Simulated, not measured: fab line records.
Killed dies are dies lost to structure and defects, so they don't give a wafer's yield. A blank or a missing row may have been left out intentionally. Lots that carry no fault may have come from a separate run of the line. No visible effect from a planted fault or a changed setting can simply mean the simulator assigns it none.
fab line records + flow nandHarc
[record]
- lots = 7
- wafers = 21
- lastDay = 24
route steps=1159 shown A_BONDPAD@1090 HYBRID_BOND@1094 THIN_TSV@1101 END@1159
lots that met no fault: from a run of the same line without faults
startH: start of the lot's first displayed wafer, in hours after the record's first day + waitH: time in hours since the lot's previous step + " identical to the entry in the row above + L1.1+2: one row covering several wafers at once + - no value, or no start given + * or withheld: withheld + < > ~ a bound
route shown NAME@n: names a module that has steps shown in the file, with the first one's number in the route + usual: average and standard deviation across the fault-free wafers + same: alike in all rows + chamber/n: place in a boat + sites: per-site readings + _std_site: standard deviation across them + _edge_site: inner sites' mean taken away from outer sites' mean + radiusMm: how far each site lies from the wafer's centre + mask NAME#n: copy n + behind: the tool/chamber that last shaped the wafer + hold: why the lot went on hold/how many hours it stayed there/how the hold came to an end + device: the transistor (n, p or np) that didn't switch + end of line: tests of these same wafers at the route's end + a step with no rows: only its recipe + killed: at the first sort, the dies lost to defects and structure; wafer yield is something else + map: a wafer's dies, x killed, . not, _ none there
set.NAME: the setting as run; set.NAME@STEP: as run at that earlier step + model.NAME: the simulator's own value behind a step, which no gauge read
lots seen at some steps along the route; tables by step, rows by wafer
services: when a tool's chamber went out of use (startH, in hours from the record's first day, below 0 if earlier), for how many hours, and the reason
[[steps]]
[step NHARC_A_BONDPAD_SRD_21]
[recipe]
- timeS = 30
- tempC = 23
- dryTimeS = 20
- spinRpm = 1500
[step NHARC_A_BONDPAD_INSPECT_23]
[usual]
- rawDefectCount = 449/110
| lot.wafer | tool             | chamber | startH | waitH | rawDefectCount |
|-----------|------------------|---------|--------|-------|----------------|
| L422.2    | defectInspect-01 | -       | 423.71 | 0.0   | 943            |
| L422.3    | "                | -       | "      | "     | 448            |
| L422.6    | "                | -       | "      | "     | 735            |
| L425.3    | defectInspect-01 | -       | 460.44 | 0.0   | 694            |
| L425.4    | "                | -       | "      | "     | 399            |
| L425.5    | "                | -       | "      | "     | 440            |
| L424.1    | defectInspect-02 | -       | 461.51 | 0.1   | 512            |
| L424.3    | "                | -       | "      | "     | 554            |
| L424.4    | "                | -       | "      | "     | 454            |
| L426.1    | defectInspect-02 | -       | 470.59 | 0.1   | 440            |
| L426.2    | "                | -       | "      | "     | 548            |
| L426.6    | "                | -       | "      | "     | 481            |
| L435.3    | defectInspect-01 | -       | 534.91 | 0.0   | 329            |
| L435.4    | "                | -       | "      | "     | 338            |
| L435.6    | "                | -       | "      | "     | 355            |
| L437.2    | defectInspect-01 | -       | 538.49 | 0.1   | 395            |
| L437.4    | "                | -       | "      | "     | 384            |
| L437.6    | "                | -       | "      | "     | 462            |
| L439.2    | defectInspect-01 | -       | 541.70 | 0.0   | 502            |
| L439.4    | "                | -       | "      | "     | 474            |
| L439.6    | "                | -       | "      | "     | 512            |
[step NHARC_HYBRID_BOND_ACTIVATE_00]
[recipe]
- timeS = 60
- n2FlowSccm = 200
- arFlowSccm = 0
- biasPowerW = 0
- chemistry = N2
[usual]
- drypumpMotorCurrentA = 5.5/0.55
- n2FlowSccm = 200.1/0.64
- oesProductAu = 0.999/0.012
- rfVppV = 63.7/0.89
- showerheadPlenumPTorr = 1.70/0.043
| lot.wafer | tool       | chamber | startH | waitH | drypumpMotorCurrentA | n2FlowSccm | oesProductAu | rfHoursCounterH | rfVppV | showerheadPlenumPTorr |
|-----------|------------|---------|--------|-------|----------------------|------------|--------------|-----------------|--------|-----------------------|
| L422.3    | rieDiel-09 | 2       | 423.78 | 0.1   | 5.0                  | 199.7      | 1.025        | 15              | 63.6   | 1.67                  |
| L422.2    | "          | 0       | "      | "     | 5.7                  | 198.8      | 1.015        | 16              | 64.4   | 1.70                  |
| L422.6    | "          | 1       | "      | "     | 5.0                  | 199.6      | 1.004        | -               | 63.4   | 1.72                  |
| L425.3    | rieDiel-09 | 0       | 460.50 | 0.1   | 5.6                  | 200.5      | 1.008        | 2               | 62.8   | 1.70                  |
| L425.4    | "          | 3       | "      | "     | 6.5                  | 200.1      | 0.990        | 2               | 64.1   | 1.66                  |
| L425.5    | "          | 1       | "      | "     | 5.1                  | 199.6      | 0.974        | -               | 63.8   | 1.72                  |
| L424.3    | rieDiel-09 | 1       | 461.59 | 0.1   | 5.0                  | 200.4      | 0.991        | 3               | 64.6   | 1.72                  |
| L424.1    | "          | 2       | "      | "     | 5.1                  | 200.6      | 0.994        | 3               | 63.2   | 1.67                  |
| L424.4    | "          | 3       | "      | "     | 6.5                  | 200.4      | 0.993        | 2               | 64.7   | 1.66                  |
| L426.2    | rieDiel-09 | 2       | 470.67 | 0.1   | 5.0                  | 199.4      | 0.993        | 3               | 63.1   | 1.67                  |
| L426.1    | "          | 3       | "      | "     | 6.5                  | 199.2      | 0.983        | 3               | 63.8   | 1.66                  |
| L426.6    | "          | 0       | "      | "     | 5.7                  | 200.4      | 1.011        | -               | 64.0   | 1.70                  |
| L435.3    | rieDiel-09 | 2       | 534.97 | 0.1   | 5.1                  | 200.2      | 0.996        | 10              | 63.6   | 1.67                  |
| L435.4    | "          | 0       | "      | "     | 5.7                  | 200.1      | 1.019        | 9               | 64.6   | 1.70                  |
| L435.6    | "          | 3       | "      | "     | 6.5                  | 200.1      | 1.002        | -               | 63.2   | 1.66                  |
| L437.4    | rieDiel-09 | 2       | 538.55 | 0.1   | 5.1                  | 199.1      | 0.990        | 10              | 64.8   | 1.67                  |
| L437.2    | "          | 0       | "      | "     | 5.7                  | 200.7      | 1.017        | 9               | 62.0   | 1.70                  |
| L437.6    | "          | 2       | "      | "     | 5.0                  | 200.7      | 0.983        | -               | 64.3   | 1.67                  |
| L439.4    | rieDiel-01 | 1       | 541.76 | 0.1   | 5.2                  | 200.9      | 1.007        | 17              | 65.1   | 1.78                  |
| L439.2    | "          | 2       | "      | "     | 5.7                  | 200.1      | 0.998        | 15              | 64.2   | 1.67                  |
| L439.6    | "          | 2       | "      | "     | 5.7                  | 200.5      | 1.007        | -               | 64.8   | 1.67                  |
[step NHARC_HYBRID_BOND_PRECLEAN_01]
[recipe]
- timeS = 300
- tempC = 23
- chemistry = DIW
[step NHARC_HYBRID_BOND_SRD_02]
[recipe]
- timeS = 30
- tempC = 23
- dryTimeS = 20
- spinRpm = 1500
[step NHARC_HYBRID_BOND_BOND_03]
[recipe]
- tempC = 25
[step NHARC_HYBRID_BOND_ANNEAL_04]
[recipe]
- tempC = 300
- timeS = 7200
- rampUpCPerMin = 5
- rampDownCPerMin = 3
- idleTempC = 100
- pressureAtm = 1
[step NHARC_HYBRID_BOND_OVL_MEAS_05]
[usual]
- overlayXNm = 0/35
- overlayYNm = 1/31
| lot.wafer | tool       | chamber | startH | waitH | overlayXNm | overlayYNm |
|-----------|------------|---------|--------|-------|------------|------------|
| L422.2    | overlay-02 | -       | 433.90 | 0.4   | 43         | 18         |
| L422.3    | "          | -       | "      | "     | -39        | -36        |
| L422.6    | "          | -       | "      | "     | 11         | 39         |
| L424.1    | overlay-02 | -       | 470.18 | 0.4   | -23        | 18         |
| L424.3    | "          | -       | "      | "     | 31         | 25         |
| L424.4    | "          | -       | "      | "     | -6         | -63        |
| L425.3    | overlay-01 | -       | 470.18 | 0.4   | -51        | 31         |
| L425.4    | "          | -       | "      | "     | 24         | 9          |
| L425.5    | "          | -       | "      | "     | -65        | 19         |
| L426.1    | overlay-01 | -       | 480.44 | 0.4   | -61        | 1          |
| L426.2    | "          | -       | "      | "     | 19         | 39         |
| L426.6    | "          | -       | "      | "     | 0          | 19         |
| L437.2    | overlay-01 | -       | 544.67 | 0.4   | 36         | 47         |
| L437.4    | "          | -       | "      | "     | -13        | -5         |
| L437.6    | "          | -       | "      | "     | 23         | 46         |
| L435.3    | overlay-02 | -       | 544.67 | 0.4   | 5          | 7          |
| L435.4    | "          | -       | "      | "     | 25         | -14        |
| L435.6    | "          | -       | "      | "     | -36        | -77        |
| L439.2    | overlay-01 | -       | 553.59 | 0.4   | 29         | 10         |
| L439.4    | "          | -       | "      | "     | 15         | 44         |
| L439.6    | "          | -       | "      | "     | 31         | -11        |
[step NHARC_HYBRID_BOND_INSPECT_06]
[recipe]
- inspectInstrument = irVoid
[usual]
- rawDefectCount = 37/18
| lot.wafer | tool             | chamber | startH | waitH | rawDefectCount |
|-----------|------------------|---------|--------|-------|----------------|
| L422.2    | defectInspect-02 | -       | 433.95 | 0.1   | 27             |
| L422.3    | "                | -       | "      | "     | 18             |
| L422.6    | "                | -       | "      | "     | 23             |
| L424.1    | defectInspect-02 | -       | 470.24 | 0.1   | 41             |
| L424.3    | "                | -       | "      | "     | 39             |
| L424.4    | "                | -       | "      | "     | 52             |
| L425.3    | defectInspect-01 | -       | 470.24 | 0.1   | 38             |
| L425.4    | "                | -       | "      | "     | 26             |
| L425.5    | "                | -       | "      | "     | 27             |
| L426.1    | defectInspect-01 | -       | 480.51 | 0.1   | 16             |
| L426.2    | "                | -       | "      | "     | 13             |
| L426.6    | "                | -       | "      | "     | 8              |
| L437.2    | defectInspect-02 | -       | 544.72 | 0.1   | 85             |
| L437.4    | "                | -       | "      | "     | 64             |
| L437.6    | "                | -       | "      | "     | 68             |
| L435.3    | defectInspect-01 | -       | 544.72 | 0.1   | 12             |
| L435.4    | "                | -       | "      | "     | 12             |
| L435.6    | "                | -       | "      | "     | 14             |
| L439.2    | defectInspect-02 | -       | 553.66 | 0.1   | 52             |
| L439.4    | "                | -       | "      | "     | 42             |
| L439.6    | "                | -       | "      | "     | 54             |
[step NHARC_THIN_TSV_GRIND_00]
[recipe]
- targetThkUm = 6
[usual]
- motorCurrentA = 11.998/0.021
| lot.wafer | tool       | chamber | startH | waitH | motorCurrentA |
|-----------|------------|---------|--------|-------|---------------|
| L422.2    | grinder-01 | 0       | 435.49 | 1.5   | 11.985        |
| L422.3    | "          | 0       | "      | "     | 11.996        |
| L422.6    | "          | 0       | "      | "     | 11.987        |
| L425.3    | grinder-01 | 0       | 470.78 | 0.5   | 11.964        |
| L425.4    | "          | 0       | "      | "     | 11.988        |
| L425.5    | "          | 0       | "      | "     | 12.026        |
| L424.1    | grinder-01 | 0       | 471.59 | 1.3   | 11.972        |
| L424.3    | "          | 0       | "      | "     | 12.010        |
| L424.4    | "          | 0       | "      | "     | 12.010        |
| L426.1    | grinder-01 | 0       | 480.66 | 0.1   | 12.011        |
| L426.2    | "          | 0       | "      | "     | 11.998        |
| L426.6    | "          | 0       | "      | "     | 12.016        |
| L435.3    | grinder-01 | 0       | 554.04 | 9.3   | 12.007        |
| L435.4    | "          | 0       | "      | "     | 12.011        |
| L435.6    | "          | 0       | "      | "     | 11.957        |
| L437.2    | grinder-01 | 0       | 555.02 | 10.3  | 11.973        |
| L437.4    | "          | 0       | "      | "     | 11.983        |
| L437.6    | "          | 0       | "      | "     | 12.055        |
| L439.2    | grinder-01 | 0       | 557.42 | 3.8   | 11.980        |
| L439.4    | "          | 0       | "      | "     | 11.994        |
| L439.6    | "          | 0       | "      | "     | 12.023        |
[step NHARC_THIN_TSV_CMP_01]
[recipe]
- targetThkUm = 3
[usual]
- edgeZonePressureFrac = 1.001/0.0049
- motorCurrentA = 12.1/1.5
| lot.wafer | tool   | chamber | startH | waitH | edgeZonePressureFrac | motorCurrentA |
|-----------|--------|---------|--------|-------|----------------------|---------------|
| L422.2    | cmp-03 | 0       | 436.53 | 0.8   | 1.003                | 13.0          |
| L422.3    | "      | 2       | "      | "     | 0.987                | 14.7          |
| L422.6    | "      | 3       | "      | "     | 1.004                | 10.0          |
| L425.3    | cmp-03 | 0       | 471.64 | 0.7   | -                    | -             |
| L425.4    | "      | 2       | "      | "     | -                    | -             |
| L425.5    | "      | 3       | "      | "     | -                    | -             |
| L424.4    | cmp-02 | 1       | 472.83 | 0.4   | -                    | -             |
| L424.1    | "      | 2       | "      | "     | -                    | -             |
| L424.3    | "      | 0       | "      | "     | -                    | -             |
| L426.2    | cmp-03 | 1       | 481.87 | 0.8   | -                    | -             |
| L426.1    | "      | 0       | "      | "     | -                    | -             |
| L426.6    | "      | 2       | "      | "     | -                    | -             |
| L435.4    | cmp-01 | 0       | 554.85 | 0.4   | 1.005                | 13.8          |
| L435.3    | "      | 2       | "      | "     | 0.997                | 11.8          |
| L435.6    | "      | 0       | "      | "     | 1.008                | 13.8          |
| L437.2    | cmp-02 | 1       | 556.07 | 0.8   | 0.999                | 11.2          |
| L437.4    | "      | 2       | "      | "     | 1.007                | 12.2          |
| L437.6    | "      | 0       | "      | "     | 1.005                | 9.4           |
| L439.4    | cmp-03 | 0       | 558.44 | 0.4   | 0.997                | 12.7          |
| L439.2    | "      | 3       | "      | "     | 0.999                | 10.4          |
| L439.6    | "      | 0       | "      | "     | 0.995                | 12.6          |
[step NHARC_THIN_TSV_THK_MEAS_02]
[recipe]
- thkMeasGauge = ir
[usual]
- thkNm = 2973/220
| lot.wafer | tool         | chamber | startH | waitH | thkNm |
|-----------|--------------|---------|--------|-------|-------|
| L422.2    | filmMetro-01 | -       | 436.77 | -     | 3055  |
| L422.3    | "            | -       | "      | "     | 2810  |
| L422.6    | "            | -       | "      | "     | 3156  |
| L425.3    | filmMetro-02 | -       | 471.88 | 0.2   | 6072  |
| L425.4    | "            | -       | "      | "     | 5935  |
| L425.5    | "            | -       | "      | "     | 5957  |
| L424.1    | filmMetro-01 | -       | 473.09 | 0.2   | 5958  |
| L424.3    | "            | -       | "      | "     | 5705  |
| L424.4    | "            | -       | "      | "     | 5504  |
| L426.1    | filmMetro-01 | -       | 482.14 | 0.2   | 5814  |
| L426.2    | "            | -       | "      | "     | 5841  |
| L426.6    | "            | -       | "      | "     | 5797  |
| L435.3    | filmMetro-02 | -       | 555.12 | 0.2   | 2948  |
| L435.4    | "            | -       | "      | "     | 3051  |
| L435.6    | "            | -       | "      | "     | 2967  |
| L437.2    | filmMetro-02 | -       | 556.31 | -     | 3089  |
| L437.4    | "            | -       | "      | "     | 3417  |
| L437.6    | "            | -       | "      | "     | 3221  |
| L439.2    | filmMetro-02 | -       | 558.72 | -     | 2862  |
| L439.4    | "            | -       | "      | "     | 3170  |
| L439.6    | "            | -       | "      | "     | 3076  |
[step NHARC_THIN_TSV_SRD_03]
[step NHARC_END_SORT_01]
[recipe]
- tempC = 25
[usual]
- defectLimitedYield = 95.4/1.8
- killedAtArray = 28/11
- killedAtOther = 0.7/0.88
- killedAtPeriphery = 3.1/2.2
- killedDies = 31/12
- killedOpen = 3.3/2
- killedShort = 2.0/1.6
- sort_bin_2_pct = 1.5/0.73
- sort_bin_3_pct = 0.27/0.22
- sort_bin_4_pct = 2.9/1.1
- sortNPass = 646/12
- sortRimYieldPct = 93/3.9
- sortYieldPct = 95.4/1.8
[same]
- grossDies = 677
- sort_bin_5_pct[%] = 0
- sort_bin_6_pct[%] = 0
- sort_bin_7_pct[%] = 0
- sort_bin_8_pct[%] = 0
- sortRimNGross = 106.00
| lot.wafer | tool      | chamber | startH | waitH | defectLimitedYield[%] | killedAtArray | killedAtOther | killedAtPeriphery | killedDies | killedOpen | killedShort | sort_bin_2_pct[%] | sort_bin_3_pct[%] | sort_bin_4_pct[%] | sortNPass | sortRimYieldPct[%] | sortYieldPct[%] |
|-----------|-----------|---------|--------|-------|-----------------------|---------------|---------------|-------------------|------------|------------|-------------|-------------------|-------------------|-------------------|-----------|--------------------|-----------------|
| L422.2    | prober-01 | 0       | 467.70 | 2.8   | 96.8                  | 17            | 0             | 5                 | 22         | 1          | 1           | 0.9               | 0                 | 2.4               | 655       | 92                 | 96.8            |
| L422.3    | prober-01 | 0       | 468.49 | 3.1   | 97.0                  | 17            | 1             | 2                 | 20         | 3          | 3           | 0.4               | 0.44              | 2.1               | 657       | 92                 | 97.0            |
| L422.6    | prober-01 | 0       | 470.85 | 3.9   | 97.0                  | 14            | 3             | 3                 | 20         | 1          | 0           | 0.6               | 0.15              | 2.2               | 657       | 92                 | 97.0            |
| L424.1    | prober-01 | 0       | 487.69 | 2.5   | 0                     | 31            | 644           | 2                 | 677        | 1          | 2           | 96.0              | 0.15              | 3.8               | 0         | 0                  | 0               |
| L424.3    | prober-01 | 0       | 489.28 | 3.1   | 0                     | 30            | 645           | 2                 | 677        | 6          | 2           | 96.0              | 0.15              | 3.8               | 0         | 0                  | 0               |
| L424.4    | prober-01 | 0       | 490.08 | 3.4   | 0                     | 39            | 635           | 3                 | 677        | 7          | 3           | 96.3              | 0                 | 3.7               | 0         | 0                  | 0               |
| L425.3    | prober-02 | 0       | 489.28 | 3.1   | 0                     | 34            | 639           | 4                 | 677        | 7          | 5           | 95.9              | 0.15              | 4.0               | 0         | 0                  | 0               |
| L425.4    | prober-02 | 0       | 490.08 | 3.4   | 0                     | 24            | 652           | 1                 | 677        | 3          | 1           | 97.6              | 0.15              | 2.2               | 0         | 0                  | 0               |
| L425.5    | prober-02 | 0       | 490.87 | 3.7   | 0                     | 29            | 646           | 2                 | 677        | 5          | 4           | 97.5              | 0.15              | 2.4               | 0         | 0                  | 0               |
| L426.1    | prober-02 | 0       | 498.65 | 2.5   | 0                     | 16            | 657           | 4                 | 677        | 5          | 4           | 98.1              | 0.30              | 1.6               | 0         | 0                  | 0               |
| L426.2    | prober-02 | 0       | 499.45 | 2.8   | 0                     | 15            | 661           | 1                 | 677        | 2          | 4           | 97.9              | 0                 | 2.1               | 0         | 0                  | 0               |
| L426.6    | prober-02 | 0       | 502.65 | 4.0   | 0                     | 11            | 664           | 2                 | 677        | 5          | 2           | 98.8              | 0.15              | 1.0               | 0         | 0                  | 0               |
| L435.6    | prober-02 | 0       | 574.07 | 4.0   | 98.1                  | 11            | 0             | 2                 | 13         | 3          | 2           | 0.7               | 0                 | 1.2               | 664       | 97                 | 98.1            |
// killed by level:class
L422.2 A_SLIT:chamberFilmFlake=11 P_GATE:chamberFilmFlake=4 A_CHANNEL_HOLE_D1:chamberFilmFlake=3 A_WL_FILL:geometricParticle:short=1 A_WL_FILL:geometricParticle:open=1 P_STI:chamberFilmFlake=1 A_STAIRCASE:chamberFilmFlake=1
L422.3 A_SLIT:chamberFilmFlake=10 A_SGD_CUT:geometricParticle:short=2 A_CHANNEL_HOLE_D1:geometricParticle:open=1 A_CHANNEL_FILL_D1:geometricParticle:open=1 A_WL_FILL:geometricParticle:short=1 A_BLC:geometricParticle:open=1 P_STI:chamberFilmFlake=1 P_GATE:chamberFilmFlake=1
L422.6 A_SLIT:chamberFilmFlake=6 A_STAIRCASE:chamberFilmFlake=3 THIN_TSV:chamberFilmFlake=3 A_BLC:chamberFilmFlake=2 P_CONTACT:geometricParticle:open=1 P_STI:chamberFilmFlake=1 P_GATE:chamberFilmFlake=1 A_CHANNEL_HOLE_D1:chamberFilmFlake=1
L424.1 THIN_TSV:areaCmp=642 A_SLIT:chamberFilmFlake=15 A_CHANNEL_HOLE_D1:chamberFilmFlake=13 THIN_TSV:chamberFilmFlake=2 P_M0:geometricParticle:short=1 A_ONON_D1:geometricParticle:open=1 A_CHANNEL_HOLE_D1:geometricParticle:short=1 P_M2:chamberFilmFlake=1
L425.3 THIN_TSV:areaCmp=637 A_SLIT:chamberFilmFlake=15 A_BLC:chamberFilmFlake=6 A_STAIRCASE:chamberFilmFlake=3 P_M0:geometricParticle:open=2 A_WL_FILL:geometricParticle:open=2 A_M0:geometricParticle:short=2 STARTING-WAFER:geometricParticle:short=2
L424.3 THIN_TSV:areaCmp=644 A_SLIT:chamberFilmFlake=11 A_CHANNEL_HOLE_D1:chamberFilmFlake=8 A_CONTACT:chamberFilmFlake=4 P_CONTACT:geometricParticle:open=2 A_CHANNEL_FILL_D1:geometricParticle:open=1 A_SGD_CUT:geometricParticle:short=1 A_SGD_CUT:geometricParticle:open=1
L425.4 THIN_TSV:areaCmp=651 A_SLIT:chamberFilmFlake=9 A_WL_FILL:chamberFilmFlake=5 A_BLC:chamberFilmFlake=4 A_STAIRCASE:chamberFilmFlake=2 P_GATE:geometricParticle:open=1 A_ONON_D1:geometricParticle:short=1 A_STAIRCASE:geometricParticle:open=1
L424.4 THIN_TSV:areaCmp=633 A_CHANNEL_HOLE_D1:chamberFilmFlake=14 A_SLIT:chamberFilmFlake=10 A_CONTACT:chamberFilmFlake=4 A_CHANNEL_FILL_D1:geometricParticle:open=2 A_CHANNEL_FILL_D1:geometricParticle:short=2 A_CONTACT:geometricParticle:open=2 P_GATE:chamberFilmFlake=2
L425.5 THIN_TSV:areaCmp=644 A_SLIT:chamberFilmFlake=11 A_STAIRCASE:chamberFilmFlake=6 A_CHANNEL_HOLE_D1:chamberFilmFlake=3 A_SOURCE_PLATE:geometricParticle:open=2 P_GATE:geometricParticle:short=1 A_CHANNEL_HOLE_D1:geometricParticle:short=1 A_SGD_CUT:geometricParticle:open=1
L426.1 THIN_TSV:areaCmp=657 A_STAIRCASE:chamberFilmFlake=4 P_CONTACT:geometricParticle:open=2 P_M1:geometricParticle:open=2 A_CHANNEL_FILL_D1:geometricParticle:short=2 A_CHANNEL_HOLE_D1:chamberFilmFlake=2 A_CONTACT:chamberFilmFlake=2 A_ONON_D1:geometricParticle:short=1
L426.2 THIN_TSV:areaCmp=659 A_CHANNEL_HOLE_D1:chamberFilmFlake=4 A_STAIRCASE:chamberFilmFlake=4 A_ZERO_WELL:chamberFilmFlake=2 P_CONTACT:geometricParticle:short=1 A_ONON_D1:geometricParticle:short=1 A_ONON_D1:geometricParticle:open=1 A_WL_FILL:geometricParticle:short=1
L426.6 THIN_TSV:areaCmp=663 A_CONTACT:geometricParticle:open=2 A_CHANNEL_HOLE_D1:chamberFilmFlake=2 P_M0:geometricParticle:open=1 A_ONON_D1:geometricParticle:open=1 A_ONON_D1:geometricParticle:short=1 A_WL_FILL:geometricParticle:short=1 P_STI:chamberFilmFlake=1
L435.6 A_CHANNEL_HOLE_D1:chamberFilmFlake=7 A_CONTACT:geometricParticle:open=2 P_M1:geometricParticle:open=1 A_CHANNEL_HOLE_D1:geometricParticle:short=1 A_WL_FILL:geometricParticle:short=1 P_STI:chamberFilmFlake=1
// map L424.1 (x killed, . not)
____________x____________
_________xxxxxxx_________
_______xxxxxxxxxxx_______
______xxxxxxxxxxxxx______
_____xxxxxxxxxxxxxxx_____
____xxxxxxxxxxxxxxxxx____
____xxxxxxxxxxxxxxxxx____
___xxxxxxxxxxxxxxxxxxx___
___xxxxxxxxxxxxxxxxxxx___
__xxxxxxxxxxxxxxxxxxxxx__
__xxxxxxxxxxxxxxxxxxxxx__
_xxxxxxxxxxxxxxxxxxxxxxx_
_xxxxxxxxxxxxxxxxxxxxxxx_
_xxxxxxxxxxxxxxxxxxxxxxx_
_xxxxxxxxxxxxxxxxxxxxxxx_
_xxxxxxxxxxxxxxxxxxxxxxx_
xxxxxxxxxxxxxxxxxxxxxxxxx
xxxxxxxxxxxxxxxxxxxxxxxxx
xxxxxxxxxxxxxxxxxxxxxxxxx
xxxxxxxxxxxxxxxxxxxxxxxxx
xxxxxxxxxxxxxxxxxxxxxxxxx
_xxxxxxxxxxxxxxxxxxxxxxx_
_xxxxxxxxxxxxxxxxxxxxxxx_
_xxxxxxxxxxxxxxxxxxxxxxx_
_xxxxxxxxxxxxxxxxxxxxxxx_
_xxxxxxxxxxxxxxxxxxxxxxx_
__xxxxxxxxxxxxxxxxxxxxx__
__xxxxxxxxxxxxxxxxxxxxx__
___xxxxxxxxxxxxxxxxxxx___
___xxxxxxxxxxxxxxxxxxx___
____xxxxxxxxxxxxxxxxx____
____xxxxxxxxxxxxxxxxx____
_____xxxxxxxxxxxxxxx_____
______xxxxxxxxxxxxx______
_______xxxxxxxxxxx_______
_________xxxxxxx_________
____________x____________
// map L425.3 (x killed, . not)
____________x____________
_________xxxxxxx_________
_______xxxxxxxxxxx_______
______xxxxxxxxxxxxx______
_____xxxxxxxxxxxxxxx_____
____xxxxxxxxxxxxxxxxx____
____xxxxxxxxxxxxxxxxx____
___xxxxxxxxxxxxxxxxxxx___
___xxxxxxxxxxxxxxxxxxx___
__xxxxxxxxxxxxxxxxxxxxx__
__xxxxxxxxxxxxxxxxxxxxx__
_xxxxxxxxxxxxxxxxxxxxxxx_
_xxxxxxxxxxxxxxxxxxxxxxx_
_xxxxxxxxxxxxxxxxxxxxxxx_
_xxxxxxxxxxxxxxxxxxxxxxx_
_xxxxxxxxxxxxxxxxxxxxxxx_
xxxxxxxxxxxxxxxxxxxxxxxxx
xxxxxxxxxxxxxxxxxxxxxxxxx
xxxxxxxxxxxxxxxxxxxxxxxxx
xxxxxxxxxxxxxxxxxxxxxxxxx
xxxxxxxxxxxxxxxxxxxxxxxxx
_xxxxxxxxxxxxxxxxxxxxxxx_
_xxxxxxxxxxxxxxxxxxxxxxx_
_xxxxxxxxxxxxxxxxxxxxxxx_
_xxxxxxxxxxxxxxxxxxxxxxx_
_xxxxxxxxxxxxxxxxxxxxxxx_
__xxxxxxxxxxxxxxxxxxxxx__
__xxxxxxxxxxxxxxxxxxxxx__
___xxxxxxxxxxxxxxxxxxx___
___xxxxxxxxxxxxxxxxxxx___
____xxxxxxxxxxxxxxxxx____
____xxxxxxxxxxxxxxxxx____
_____xxxxxxxxxxxxxxx_____
______xxxxxxxxxxxxx______
_______xxxxxxxxxxx_______
_________xxxxxxx_________
____________x____________
[[services]]
| tool       | chamber | startH | hours | kind   |
|------------|---------|--------|-------|--------|
| rieDiel-09 | 0       | 410.31 | -     | clean  |
| rieDiel-09 | 1       | 410.31 | -     | clean  |
| rieDiel-09 | 2       | 410.31 | -     | clean  |
| rieDiel-09 | 3       | 410.31 | -     | clean  |
| cmp-03     | -       | 411.00 | 0.9   | repair |
| grinder-01 | -       | 411.44 | 1.0   | repair |
| grinder-01 | -       | 414.20 | 1.7   | repair |
| cmp-02     | -       | 422.50 | 4.0   | pm     |
| rieDiel-01 | 2       | 423.23 | 3.9   | repair |
| cmp-02     | -       | 427.69 | 3.4   | repair |
| rieDiel-09 | -       | 431.10 | 9.0   | pm     |
| cmp-01     | -       | 440.23 | 1.1   | repair |
| cmp-02     | -       | 442.35 | 6.8   | repair |
| cmp-01     | -       | 446.35 | 1.8   | repair |
| cmp-03     | -       | 450.00 | 4.0   | pm     |
| cmp-01     | -       | 473.50 | 4.0   | pm     |
| cmp-03     | -       | 485.29 | 1.7   | repair |
| rieDiel-01 | -       | 491.93 | 9.0   | pm     |
| grinder-01 | -       | 503.09 | 0.7   | repair |
| rieDiel-09 | 1       | 515.54 | 2.6   | repair |
| cmp-02     | -       | 520.50 | 4.0   | pm     |
| grinder-01 | -       | 523.11 | 3.6   | repair |
| cmp-03     | -       | 526.56 | 0.8   | repair |
| cmp-03     | -       | 548.00 | 4.0   | pm     |
[[key]]
[firstSign]
- step = NHARC_THIN_TSV_CMP_01
- reading = toolRecord
- direction = missing
[effect]
- step = NHARC_THIN_TSV_THK_MEAS_02
- reading = thkNm
- direction = up
- sigmas = 13
- usual = 2973
- struck = 5842
[effect]
- step = NHARC_END_SORT_01
- reading = killedAtOther
- direction = up
- sigmas = 99+
- usual = 0.7
- struck = 649.2
[moreKillsBornAt]
- NHARC_THIN_TSV_CMP_01@cmp-03 = 3911
- NHARC_THIN_TSV_CMP_01@cmp-02 = 1919
metAt NHARC_THIN_TSV_CMP_01
struckWafers L424.1,L424.3,L424.4,L425.3,L425.4,L425.5,L426.1,L426.2,L426.6
laterRowsLeftOut L424.1,L424.3,L424.4,L425.3,L425.4,L425.5,L426.1,L426.2,L426.6
onsetBetween 436.53 471.64
[fault]
- kind = skippedStepWhole
- tool = cmp-02,cmp-03
- chamber = -
- onsetH = 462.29
- steps = NHARC_THIN_TSV_CMP_01
- scope = struckLotsOnly
// laterRowsLeftOut: the simulator's readings of these wafers behind a module that went badly wrong aren't trusted and aren't shown, but for the sort
